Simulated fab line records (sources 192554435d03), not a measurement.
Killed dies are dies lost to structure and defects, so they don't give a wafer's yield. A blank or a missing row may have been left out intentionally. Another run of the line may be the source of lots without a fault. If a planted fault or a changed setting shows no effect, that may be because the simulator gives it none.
fab line records	flow n5_finfet
[record] lots = 7	wafers = 21
route steps=1938 shown BEOL_M11@1541 BEOL_M12@1602 BEOL_M14@1716 BEOL_M15@1824
start_h: start of the lot's first displayed wafer, in hours after the record's first day	wait_h: hours elapsed since this lot's preceding step	" same as the row above	L1.1+2: one row covering several wafers at once	- either no value or no given start	* or withheld: withheld	< > ~ a bound
route shown NAME@n: a module of which the file shows steps, and the number in the route of the first	usual: mean/standard deviation of fault-free wafers	same: alike in all rows	chamber/n: place in a boat	sites: readings site by site	_std_site: standard deviation of those values	_edge_site: outer sites' mean less inner sites'	radius_mm: for every site, how far away it sits from the centre of the wafer	mask NAME#n: copy n	behind: the tool/chamber that last shaped the wafer	hold: cause of the lot's hold/its duration in hours/its outcome	device: which transistor (n, p or np) failed to switch	end of line: tests run on the same wafers once the route is complete	a step with no rows: only its recipe	killed: dies that structure and defects cost at the first sort, which is not the same as the wafer's yield	map: per-die view of a wafer (x killed, . not killed, _ where there is no die)
set.NAME: the setting as run; set.NAME@STEP: as run at that earlier step	model.NAME: the simulator's own value behind a step, which no gauge read
one table per step and one row per wafer, for lots whose settings were changed on purpose
[[steps]]
[step N5_BEOL_M11_COAT_59]
[recipe] resist = SOC	temp_c = 250	time_s = 60	spin_rpm = 1500	resist_thk_nm = 100
lot.wafer	tool	chamber	start_h	wait_h	set.spin_rpm	model.SOC_of_BEOL_M11_COAT_59.thk_nm
L075.1	litho_track-04	0	218.82	0.1	1500	100.2
L075.3+4	"	0	"	"	1500	100.4
L078.1	litho_track-01	0	237.55	0.1	1354	105.4
L078.2+6	"	0	"	"	1500	100.2
L085.1	litho_track-03	0	272.60	0.1	1357	104.6
L085.5	"	0	"	"	1357	104.4
L085.6	"	0	"	"	1500	99.6
L087.3+6	litho_track-04	0	361.13	0.1	1500	99.8
L087.4	"	0	"	"	1500	100.2
L093.3+4	litho_track-01	0	370.06	0.1	1636	95.4
L093.6	"	0	"	"	1500	99.8
L097.3	litho_track-03	0	393.23	0.1	1384	104.2
L097.5	"	0	"	"	1384	104.6
L097.6	"	0	"	"	1500	100
L092.1	litho_track-04	0	396.48	0.1	1500	99.8
L092.3+6	"	0	"	"	1500	100
[step N5_BEOL_M11_COAT_60]
[recipe] resist = SiARC	temp_c = 220	time_s = 60	spin_rpm = 1500	resist_thk_nm = 30
[step N5_BEOL_M11_COAT_05]
[recipe] resist = CAR-ArF	spin_rpm = 1500	resist_thk_nm = 90
[step N5_BEOL_M11_DESCUM_16]
[recipe] chemistry = O2	time_s = 7.9	source_power_w = 50	bias_power_w = 20	pressure_mtorr = 20	rf_frequency_hz = 2.712e+07	temp_c = 40	resist = CAR-ArF	o2_flow_sccm = 225
[step N5_BEOL_M11_ETCH_61]
[recipe] chemistry = CF4	target = SiARC	target_depth_a = 390	mask_material = CAR-ArF	time_s = 65	ion_energy_ev = 80	pressure_mtorr = 40	source_w = 545	bias_w = 36	Ar_flow_sccm = 100	cf4_flow_sccm = 100	ends = cleared
[step N5_BEOL_M11_ETCH_62]
[recipe] chemistry = N2/H2	target = SOC	target_depth_a = 1100	overetch_a = 220	mask_material = SiARC	temp_c = 40	time_s = 165	ion_energy_ev = 200	pressure_mtorr = 30	source_w = 840	bias_w = 150	n2_flow_sccm = 200	h2_flow_sccm = 200
lot.wafer	tool	chamber	start_h	wait_h	set.spin_rpm@BEOL_M11_COAT_59	model.etch.depth_nm
L075.1	rie_diel-03	0	219.36	0.0	1500	100.2
L075.3	"	1	"	"	1500	100.4
L075.4	"	3	"	"	1500	100.3
L078.1	rie_diel-02	0	238.32	0.0	1354	105.4
L078.2	"	3	"	"	1500	100.2
L078.6	"	2	"	"	1500	100.3
L085.1	rie_diel-02	1	273.15	0.0	1357	104.6
L085.5	"	3	"	"	1357	104.5
L085.6	"	2	"	"	1500	99.61
L087.3	rie_diel-04	2	361.70	0.0	1500	99.89
L087.4	"	0	"	"	1500	100.2
L087.6	"	1	"	"	1500	99.83
L093.3	rie_diel-03	3	370.73	0.0	1636	95.38
L093.4	"	0	"	"	1636	95.49
L093.6	"	3	"	"	1500	99.89
L097.3	rie_diel-04	3	393.80	0.0	1384	104.3
L097.5	"	2	"	"	1384	104.5
L097.6	"	1	"	"	1500	100.1
L092.1	rie_diel-04	1	396.90	0.0	1500	99.85
L092.3	"	3	"	"	1500	99.95
L092.6	"	1	"	"	1500	100.1
[step N5_BEOL_M11_STRIP_68]
[recipe] chemistry = N2/H2	temp_c = 40	n2_flow_sccm = 200	h2_flow_sccm = 200	rf_frequency_hz = 6e+07
[step N5_BEOL_M11_STRIP_67]
[recipe] chemistry = CF4	resist = SiARC	power_w = 300	bias_power_w = 75	pressure_mtorr = 50	cf4_flow_sccm = 150	rf_frequency_hz = 6e+07
[step N5_BEOL_M11_HM_OPEN_17]
[recipe] chemistry = Cl2/BCl3	target_depth_a = 200	overetch_a = 60	target = TiN	mask_material = SOC	ion_energy_ev = 150	pressure_mtorr = 10	icp_w = 1000	bias_w = 126	Cl2_flow_sccm = 53.25	bcl3_flow_sccm = 21.75	Ar_flow_sccm = 25
lot.wafer	tool	chamber	start_h	wait_h	set.spin_rpm@BEOL_M11_COAT_59	model.SOC_of_BEOL_M11_COAT_59.thk_nm
L075.1+3+4	rie_metal-03	1,1,0	219.55	0.0	1500	92.4
L078.1	rie_metal-01	0	238.51	0.0	1354	97.4
L078.2	"	1	"	"	1500	92
L078.6	"	1	"	"	1500	92.2
L085.1+5	rie_metal-02	1,0	273.33	0.0	1357	96.4
L085.6	"	1	"	"	1500	91.4
L087.3+6	rie_metal-03	1,0	361.92	0.1	1500	92
L087.4	"	0	"	"	1500	92.4
L093.3	rie_metal-02	0	370.94	0.1	1636	87.2
L093.4	"	1	"	"	1636	87.6
L093.6	"	1	"	"	1500	92
L097.3	rie_metal-02	0	394.01	0.1	1384	96
L097.5	"	0	"	"	1384	96.4
L097.6	"	1	"	"	1500	92
L092.1+3+6	rie_metal-02	1	397.08	0.0	1500	91.8
[step N5_BEOL_M11_DEP_56]
[recipe] material = SiCN	target_thk_a = 300	temp_c = withheld	precursor = 3MS/NH3	pressure_torr = 3	rf_w = 675	time_s = 10.5
lot.wafer	tool	chamber	start_h	wait_h	set.time_s	model.SiCN_of_BEOL_M11_DEP_56.thk_nm
L075.1	pecvd-01	1	224.12	0.0	10.5	29.4
L075.3	"	0	"	"	10.5	29.8
L075.4	"	1	"	"	10.5	30.4
L078.1+2	pecvd-01	1,0	243.22	0.0	10.06	28.6
L078.6	"	0	"	"	10.5	30.2
L085.1	pecvd-02	2	276.77	0.0	11.21	31.6
L085.5	"	0	"	"	11.21	32.4
L085.6	"	1	"	"	11.21	32.2
L087.3	pecvd-02	1	367.32	0.0	10.5	30
L087.4	"	2	"	"	9.745	27.8
L087.6	"	0	"	"	9.745	28.4
L093.3	pecvd-02	2	377.90	0.0	10.5	29.6
L093.4+6	"	2,1	"	"	10.5	30.2
L097.3	pecvd-01	2	399.90	0.0	10.5	29.6
L097.5	"	1	"	"	10.5	30.2
L097.6	"	2	"	"	9.075	25.8
L092.1	pecvd-01	2	403.76	0.0	10.5	30
L092.3	"	0	"	"	10.96	31
L092.6	"	1	"	"	10.96	31.8
[step N5_BEOL_M12_ILD_DEP_00]
[recipe] material = SiOC	target_thk_a = 6589.2	temp_c = 350	precursor = DEMS/O2	pressure_torr = 5	rf_w = 500	time_s = 130.7
lot.wafer	tool	chamber	start_h	wait_h	set.time_s	model.SiOC_of_BEOL_M12_ILD_DEP_00.thk_nm
L075.1	pecvd-03	2	224.26	0.0	130.7	645
L075.3	"	0	"	"	130.7	648.6
L075.4	"	0	"	"	130.7	658
L078.1	pecvd-04	1	243.34	0.0	130.7	652.6
L078.2	"	0	"	"	130.7	649.6
L078.6	"	2	"	"	111.5	571.6
L085.1	pecvd-04	1	276.89	0.0	149.3	744.4
L085.5	"	2	"	"	130.7	662.6
L085.6	"	1	"	"	149.3	760.6
L087.3	pecvd-03	0	367.45	0.0	146.2	715.8
L087.4	"	1	"	"	146.2	730.2
L087.6	"	0	"	"	130.7	652.4
L093.3	pecvd-03	2	378.08	0.1	119.3	595.4
L093.4	"	0	"	"	130.7	654
L093.6	"	0	"	"	119.3	597
L097.3	pecvd-04	2	400.07	0.1	130.7	656
L097.5	"	0	"	"	130.7	662.4
L097.6	"	2	"	"	130.7	666.4
L092.1	pecvd-01	2	403.89	0.0	144.3	727.6
L092.3	"	1	"	"	130.7	652.6
L092.6	"	0	"	"	130.7	672.4
[step N5_BEOL_M12_THK_MEAS_01]
[recipe] reads = SiOC_of_BEOL_M12_ILD_DEP_00
[usual] M12_ILD_THK = 659/8.9
lot.wafer	tool	chamber	start_h	wait_h	set.time_s@BEOL_M12_ILD_DEP_00	M12_ILD_THK[nm]
L075.1	film_metro-02	-	224.39	0.1	130.7	645
L075.3	"	-	"	"	130.7	648
L075.4	"	-	"	"	130.7	658
L078.1	film_metro-02	-	243.48	0.1	130.7	652
L078.2	"	-	"	"	130.7	649
L078.6	"	-	"	"	111.5	571
L085.1	film_metro-01	-	277.02	0.1	149.3	744
L085.5	"	-	"	"	130.7	663
L085.6	"	-	"	"	149.3	760
L087.3	film_metro-01	-	367.58	0.1	146.2	716
L087.4	"	-	"	"	146.2	730
L087.6	"	-	"	"	130.7	652
L093.3	film_metro-02	-	378.21	0.1	119.3	595
L093.4	"	-	"	"	130.7	654
L093.6	"	-	"	"	119.3	597
L097.3	film_metro-02	-	400.20	0.1	130.7	656
L097.5	"	-	"	"	130.7	662
L097.6	"	-	"	"	130.7	666
L092.1	film_metro-01	-	404.02	0.1	144.3	728
L092.3	"	-	"	"	130.7	652
L092.6	"	-	"	"	130.7	672
[step N5_BEOL_M12_COAT_58]
[recipe] resist = BARC	temp_c = 205	time_s = 60	spin_rpm = 1500	resist_thk_nm = 89
[step N5_BEOL_M12_COAT_04]
[recipe] spin_rpm = 1625	resist_thk_nm = 400
[step N5_BEOL_M12_DESCUM_15]
[recipe] chemistry = O2	time_s = 7.9	source_power_w = 50	bias_power_w = 20	pressure_mtorr = 20	rf_frequency_hz = 2.712e+07	temp_c = 40	o2_flow_sccm = 225
[step N5_BEOL_M12_ETCH_59]
[recipe] chemistry = N2/H2	target = BARC	target_depth_a = 890	overetch_a = 267	time_s = 67.9	ion_energy_ev = 200	pressure_mtorr = 30	source_w = 840	bias_w = 150	n2_flow_sccm = 200	h2_flow_sccm = 200
[step N5_BEOL_M12_VIA_ETCH_16]
[recipe] chemistry = C4F8/O2/Ar	target = SiOC	pressure_mtorr = 30	source_w = 3000	bias_w = 700	Ar_flow_sccm = 400	C4F8_flow_sccm = 15	O2_flow_sccm = 8	he_inner_torr = 15	he_outer_torr = 30	target_depth_a = 7248	time_s = withheld	ion_energy_ev = 250	ends = cleared
lot.wafer	tool	chamber	start_h	wait_h	set.time_s@BEOL_M12_ILD_DEP_00	model.etch.depth_nm	model.coat_of_BEOL_M12_COAT_04.thk_nm
L075.1	rie_diel-05	2	224.99	0.0	*	644.9	124
L075.3	"	3	"	"	*	648.5	125
L075.4	"	0	"	"	*	658	123.8
L078.1	rie_diel-01	3	243.95	0.0	*	652.6	122.8
L078.2	"	0	"	"	*	649.5	120.4
L078.6	"	0	"	"	*	571.5	143
L085.1	rie_diel-01	1	277.77	0.0	*	744.4	98.6
L085.5	"	2	"	"	*	662.6	126.4
L085.6	"	3	"	"	*	760.7	94.2
L087.3	rie_diel-05	3	368.18	0.0	*	715.7	105.8
L087.4	"	2	"	"	*	730.3	100.2
L087.6	"	3	"	"	*	652.3	125
L093.3	rie_diel-01	0	378.76	0.0	*	595.5	141.2
L093.4	"	1	"	"	*	653.9	127.6
L093.6	"	1	"	"	*	597	142.8
L097.3	rie_diel-06	1	400.91	0.0	*	656	124.6
L097.5	"	0	"	"	*	662.3	125.4
L097.6	"	3	"	"	*	666.4	122
L092.1	rie_diel-05	3	404.50	0.0	*	727.6	104.2
L092.3	"	0	"	"	*	652.6	125
L092.6	"	0	"	"	*	672.5	120.4
[step N5_BEOL_M12_STRIP_63]
[recipe] chemistry = N2/H2	power_w = 1000	temp_c = 250	h2_frac = 0.65	overash_fraction = 0.3	pressure_mtorr = 1000	n2_flow_sccm = 1750	h2_flow_sccm = 3250
[usual] strip_time_to_endpoint_s = 42.5/0.86
lot.wafer	tool	chamber	start_h	wait_h	set.time_s@BEOL_M12_ILD_DEP_00	strip_time_to_endpoint_s
L075.1	plasma_asher-02	0	225.19	-	130.7	42.8
L075.3	"	0	"	"	130.7	43.0
L075.4	"	1	"	"	130.7	42.7
L078.1	plasma_asher-02	0	244.15	-	130.7	42.4
L078.2	"	1	"	"	130.7	41.8
L078.6	"	1	"	"	111.5	47.8
L085.1	plasma_asher-01	0	277.97	-	149.3	35.8
L085.5	"	0	"	"	130.7	43.4
L085.6	"	1	"	"	149.3	34.6
L087.3	plasma_asher-02	1	368.40	-	146.2	37.8
L087.4	"	0	"	"	146.2	36.3
L087.6	"	0	"	"	130.7	43.0
L093.3	plasma_asher-01	0	378.98	-	119.3	47.3
L093.4	"	1	"	"	130.7	43.7
L093.6	"	0	"	"	119.3	47.8
L097.3	plasma_asher-01	1	401.13	-	130.7	42.9
L097.5	"	1	"	"	130.7	43.2
L097.6	"	0	"	"	130.7	42.2
L092.1	plasma_asher-01	0	404.69	-	144.3	37.4
L092.3	"	0	"	"	130.7	43.0
L092.6	"	0	"	"	130.7	41.8
[step N5_BEOL_M14_ILD_DEP_00]
[recipe] material = SiO2	target_thk_a = 11193	temp_c = 400	precursor = TEOS/O2	pressure_torr = 6.5	rf_w = 900	teos_flow_sccm = 161.4	gas = O2	flow_sccm = 2650	time_s = 237.4
lot.wafer	tool	chamber	start_h	wait_h	set.temp_c	model.SiO2_of_BEOL_M14_ILD_DEP_00.thk_nm
L075.1	pecvd-01	1	232.20	0.0	400	1120
L075.3	"	0	"	"	400	1114
L075.4	"	0	"	"	400	1115
L078.1	pecvd-03	0	251.55	0.0	400	1107
L078.2	"	2	"	"	407.7	1051
L078.6	"	2	"	"	407.7	1068
L085.1	pecvd-01	0	288.15	0.0	400	1113
L085.5	"	1	"	"	404.9	1086
L085.6	"	0	"	"	404.9	1085
L087.3	pecvd-03	2	376.66	0.1	400	1139
L087.4	"	0	"	"	403.6	1101
L087.6	"	0	"	"	403.6	1100
L093.3	pecvd-03	2	395.03	0.0	400	1139
L093.4	"	2	"	"	400	1135
L093.6	"	1	"	"	400	1131
L097.3	pecvd-02	2	411.92	0.0	402.9	1081
L097.5	"	0	"	"	400	1136
L097.6	"	1	"	"	400	1112
L092.1	pecvd-02	0	418.03	0.0	392.9	1197
L092.3	"	2	"	"	392.9	1169
L092.6	"	1	"	"	400	1136
[step N5_BEOL_M14_THK_MEAS_01]
[recipe] reads = SiO2_of_BEOL_M14_ILD_DEP_00
[usual] M14_ILD_THK = 1123/14
lot.wafer	tool	chamber	start_h	wait_h	set.temp_c@BEOL_M14_ILD_DEP_00	M14_ILD_THK[nm]
L075.1	film_metro-02	-	232.39	0.1	400	1121
L075.3	"	-	"	"	400	1113
L075.4	"	-	"	"	400	1116
L078.1	film_metro-02	-	251.74	0.1	400	1107
L078.2	"	-	"	"	407.7	1050
L078.6	"	-	"	"	407.7	1067
L085.1	film_metro-02	-	288.34	0.1	400	1113
L085.5	"	-	"	"	404.9	1085
L085.6	"	-	"	"	404.9	1085
L087.3	film_metro-01	-	376.85	0.1	400	1139
L087.4	"	-	"	"	403.6	1100
L087.6	"	-	"	"	403.6	1099
L093.3	film_metro-01	-	395.22	0.1	400	1139
L093.4	"	-	"	"	400	1136
L093.6	"	-	"	"	400	1131
L097.3	film_metro-02	-	412.11	0.1	402.9	1081
L097.5	"	-	"	"	400	1135
L097.6	"	-	"	"	400	1112
L092.1	film_metro-01	-	418.22	0.1	392.9	1195
L092.3	"	-	"	"	392.9	1169
L092.6	"	-	"	"	400	1136
[step N5_BEOL_M14_ETCH_59]
[recipe] chemistry = N2/H2	target = BARC	target_depth_a = 890	overetch_a = 267	time_s = 67.9	ion_energy_ev = 200	pressure_mtorr = 30	source_w = 840	bias_w = 150	n2_flow_sccm = 200	h2_flow_sccm = 200
lot.wafer	tool	chamber	start_h	wait_h	set.time_s	model.coat_of_BEOL_M14_COAT_04.thk_nm
L075.1	rie_diel-06	1	232.82	0.0	67.9	722
L075.3	"	2	"	"	67.9	718.8
L075.4	"	1	"	"	67.9	717.8
L078.1	rie_diel-01	1	252.30	0.0	67.9	721.4
L078.2	"	2	"	"	57.05	732.8
L078.6	"	0	"	"	67.9	715.4
L085.1	rie_diel-05	3	288.77	0.0	67.9	720
L085.5	"	0	"	"	67.9	719.4
L085.6	"	2	"	"	67.9	717.2
L087.3	rie_diel-06	0	377.40	0.0	55.14	733.8
L087.4	"	2	"	"	67.9	718.6
L087.6	"	0	"	"	55.14	731.2
L093.3	rie_diel-05	0	395.65	0.0	67.9	714.4
L093.4	"	1	"	"	67.9	713
L093.6	"	1	"	"	67.9	711
L097.3	rie_diel-06	1	412.54	0.0	56.57	732.6
L097.5	"	1	"	"	67.9	722.6
L097.6	"	2	"	"	67.9	722.4
L092.1	rie_diel-05	1	418.77	0.0	67.9	716.8
L092.3	"	0	"	"	67.9	716.4
L092.6	"	1	"	"	67.9	715.2
[step N5_BEOL_M14_VIA_ETCH_16]
[recipe] chemistry = C4F8/O2/Ar	target = SiO2	he_inner_torr = 15	he_outer_torr = 30	target_depth_a = 12313	time_s = withheld	ion_energy_ev = 800	pressure_mtorr = 20	source_w = 1905	bias_w = 2040	Ar_flow_sccm = 400	C4F8_flow_sccm = 16	O2_flow_sccm = 12	ends = cleared
lot.wafer	tool	chamber	start_h	wait_h	set.temp_c@BEOL_M14_ILD_DEP_00	model.etch.depth_nm
L075.1	rie_diel-06	1	232.87	0.0	400	1120
L075.3	"	2	"	"	400	1114
L075.4	"	1	"	"	400	1115
L078.1	rie_diel-01	1	252.35	0.0	400	1107
L078.2	"	2	"	"	407.7	1051
L078.6	"	0	"	"	407.7	1068
L085.1	rie_diel-05	3	288.82	0.0	400	1113
L085.5	"	0	"	"	404.9	1086
L085.6	"	2	"	"	404.9	1085
L087.3	rie_diel-06	0	377.45	0.0	400	1139
L087.4	"	2	"	"	403.6	1101
L087.6	"	0	"	"	403.6	1100
L093.3	rie_diel-05	0	395.70	0.0	400	1139
L093.4	"	1	"	"	400	1135
L093.6	"	1	"	"	400	1131
L097.3	rie_diel-06	1	412.59	0.0	402.9	1081
L097.5	"	1	"	"	400	1136
L097.6	"	2	"	"	400	1112
L092.1	rie_diel-05	1	418.83	0.0	392.9	1197
L092.3	"	0	"	"	392.9	1169
L092.6	"	1	"	"	400	1136
[step N5_BEOL_M14_COAT_66]
[recipe] resist = SiARC	temp_c = 220	time_s = 60	spin_rpm = 1500	resist_thk_nm = 110
lot.wafer	tool	chamber	start_h	wait_h	set.spin_rpm	model.SiARC_of_BEOL_M14_COAT_66.thk_nm
L075.1+3	litho_track-04	0	-	-	1500	110
L075.4	"	0	"	"	1500	109.8
L078.1	litho_track-04	0	-	-	1500	110
L078.2	"	0	"	"	1500	110.2
L078.6	"	0	"	"	1500	109.8
L085.1+6	litho_track-01	0	-	-	1591	106.8
L085.5	"	0	"	"	1500	110
L087.3+4	litho_track-04	0	-	-	1337	116.8
L087.6	"	0	"	"	1500	110.6
L093.3	litho_track-01	0	-	-	1500	110.4
L093.4	"	0	"	"	1500	109.8
L093.6	"	0	"	"	1500	110
L097.3	litho_track-01	0	-	-	1614	105.4
L097.5	"	0	"	"	1500	109.4
L097.6	"	0	"	"	1614	105.6
L092.1	litho_track-04	0	-	-	1604	106.4
L092.3	"	0	"	"	1604	106.6
L092.6	"	0	"	"	1500	109.8
[step N5_BEOL_M14_COAT_22]
[recipe] spin_rpm = 2888	resist_thk_nm = 300
[step N5_BEOL_M14_EBR_24]
[recipe] solvent = PGMEA	ebr_width_mm = 1.5
[step N5_BEOL_M14_DESCUM_33]
[recipe] chemistry = O2	time_s = 7.9	source_power_w = 50	bias_power_w = 20	pressure_mtorr = 20	rf_frequency_hz = 2.712e+07	temp_c = 40	o2_flow_sccm = 225
[step N5_BEOL_M14_ETCH_67]
[recipe] chemistry = CF4	target = SiARC	target_depth_a = 1430	time_s = 238.3	ion_energy_ev = 80	pressure_mtorr = 40	source_w = 545	bias_w = 36	Ar_flow_sccm = 100	cf4_flow_sccm = 100	ends = cleared
lot.wafer	tool	chamber	start_h	wait_h	set.spin_rpm@BEOL_M14_COAT_66	model.etch.depth_nm	model.coat_of_BEOL_M14_COAT_22.thk_nm
L075.1	rie_diel-05	3	233.72	0.0	1500	110	211.2
L075.3	"	2	"	"	1500	109.9	210.6
L075.4	"	0	"	"	1500	109.7	210.8
L078.1	rie_diel-01	3	254.01	0.0	1500	109.9	212.4
L078.2	"	1	"	"	1500	110.1	212.4
L078.6	"	1	"	"	1500	109.8	213.2
L085.1	rie_diel-06	3	289.74	0.0	1591	106.8	213.4
L085.5	"	1	"	"	1500	110.1	211.4
L085.6	"	2	"	"	1591	106.9	213.4
L087.3	rie_diel-06	0	378.37	0.0	1337	116.9	207.6
L087.4	"	1	"	"	1337	116.7	208.6
L087.6	"	0	"	"	1500	110.6	212
L093.3	rie_diel-05	1	396.75	0.0	1500	110.4	211.2
L093.4	"	2	"	"	1500	109.8	211.4
L093.6	"	1	"	"	1500	110.1	211
L097.3	rie_diel-05	1	413.51	0.0	1614	105.4	213
L097.5	"	0	"	"	1500	109.5	211.2
L097.6	"	1	"	"	1614	105.6	212.4
L092.1	rie_diel-01	2	419.76	0.0	1604	106.4	215
L092.3	"	0	"	"	1604	106.5	214.4
L092.6	"	2	"	"	1500	109.8	212.4
[step N5_BEOL_M15_CMP_49]
[recipe] stop_on = SiO2	t_overpolish_s = 4.9	down_force_psi = 2	platen_rpm = 80	clearing_platen_down_force_psi = 2	clearing_platen_rpm = 80	post_cmp_clean = cu_alkaline	target_thk_nm = 850	clearing_platen_pad_velocity_m_s = 1.5917	pad_velocity_m_s = 1.5917
[usual] barrier_field_endpoint_s = 11.51/0.24
lot.wafer	tool	chamber	start_h	wait_h	set.down_force_psi	barrier_field_endpoint_s
L075.4	cmp-02	0	240.12	0.2	2	11.73
L075.1	"	1	"	"	2	11.52
L075.3	"	2	"	"	2	11.84
L078.2	cmp-03	1	261.16	0.3	2.429	8.81
L078.1	"	2	"	"	2.429	9.19
L078.6	"	0	"	"	2.429	9.48
L085.1	cmp-02	2	298.45	0.3	2.435	9.24
L085.5	"	0	"	"	2	11.49
L085.6	"	1	"	"	2	11.45
L087.4	cmp-01	1	394.32	0.2	2	11.88
L087.3	"	3	"	"	1.884	12.49
L087.6	"	1	"	"	2	11.62
L093.3	cmp-03	2	412.83	0.2	2	11.12
L093.4	"	0	"	"	2	11.90
L093.6	"	1	"	"	1.649	13.49
L097.3	cmp-02	3	442.05	0.3	2	11.22
L097.6	"	0	"	"	2	11.67
L097.5	"	1	"	"	2	11.28
L092.3	cmp-03	0	445.12	0.3	2	11.57
L092.1	"	1	"	"	2	11.41
L092.6	"	2	"	"	2	11.12
[[key]]
[split] step = N5_BEOL_M11_COAT_59	setting = spin_rpm	stated = 1500	by = wafer
[response] step = N5_BEOL_M11_COAT_59	reading = model.SOC_of_BEOL_M11_COAT_59.thk_nm	change = -0.523	per = 1%	r = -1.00
[response] step = N5_BEOL_M11_ETCH_62	reading = model.etch.depth_nm	change = -0.524	per = 1%	r = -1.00
[response] step = N5_BEOL_M11_HM_OPEN_17	reading = model.SOC_of_BEOL_M11_COAT_59.thk_nm	change = -0.529	per = 1%	r = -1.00
[split] step = N5_BEOL_M11_DEP_56	setting = time_s	stated = 10.5	by = wafer
[response] step = N5_BEOL_M11_DEP_56	reading = model.SiCN_of_BEOL_M11_DEP_56.thk_nm	change = +0.301	per = 1%	r = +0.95
[split] step = N5_BEOL_M12_ILD_DEP_00	setting = time_s	stated = 130.7	by = wafer
[response] step = N5_BEOL_M12_ILD_DEP_00	reading = model.SiOC_of_BEOL_M12_ILD_DEP_00.thk_nm	change = +6.01	per = 1%	r = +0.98
[response] step = N5_BEOL_M12_THK_MEAS_01	reading = M12_ILD_THK	change = +6.02	per = 1%	r = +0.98
[response] step = N5_BEOL_M12_VIA_ETCH_16	reading = model.etch.depth_nm	change = +6.01	per = 1%	r = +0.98
[response] step = N5_BEOL_M12_VIA_ETCH_16	reading = model.coat_of_BEOL_M12_COAT_04.thk_nm	change = -1.78	per = 1%	r = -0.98
[response] step = N5_BEOL_M12_STRIP_63	reading = strip_time_to_endpoint_s	change = *	per = 1%	r = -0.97
[split] step = N5_BEOL_M14_ILD_DEP_00	setting = temp_c	stated = 400	by = wafer
[response] step = N5_BEOL_M14_ILD_DEP_00	reading = model.SiO2_of_BEOL_M14_ILD_DEP_00.thk_nm	change = -28.3	per = 1%	r = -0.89
[response] step = N5_BEOL_M14_THK_MEAS_01	reading = M14_ILD_THK	change = -28.4	per = 1%	r = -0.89
[response] step = N5_BEOL_M14_VIA_ETCH_16	reading = model.etch.depth_nm	change = -28.3	per = 1%	r = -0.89
[split] step = N5_BEOL_M14_ETCH_59	setting = time_s	stated = 67.9	by = wafer
[response] step = N5_BEOL_M14_ETCH_59	reading = model.coat_of_BEOL_M14_COAT_04.thk_nm	change = -0.744	per = 1%	r = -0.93
[split] step = N5_BEOL_M14_COAT_66	setting = spin_rpm	stated = 1500	by = wafer
[response] step = N5_BEOL_M14_COAT_66	reading = model.SiARC_of_BEOL_M14_COAT_66.thk_nm	change = -0.534	per = 1%	r = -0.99
[response] step = N5_BEOL_M14_ETCH_67	reading = model.etch.depth_nm	change = -0.539	per = 1%	r = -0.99
[response] step = N5_BEOL_M14_ETCH_67	reading = model.coat_of_BEOL_M14_COAT_22.thk_nm	change = +0.314	per = 1%	r = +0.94
[split] step = N5_BEOL_M15_CMP_49	setting = down_force_psi	stated = 2	by = wafer
[response] step = N5_BEOL_M15_CMP_49	reading = barrier_field_endpoint_s	change = -0.107	per = 1%	r = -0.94
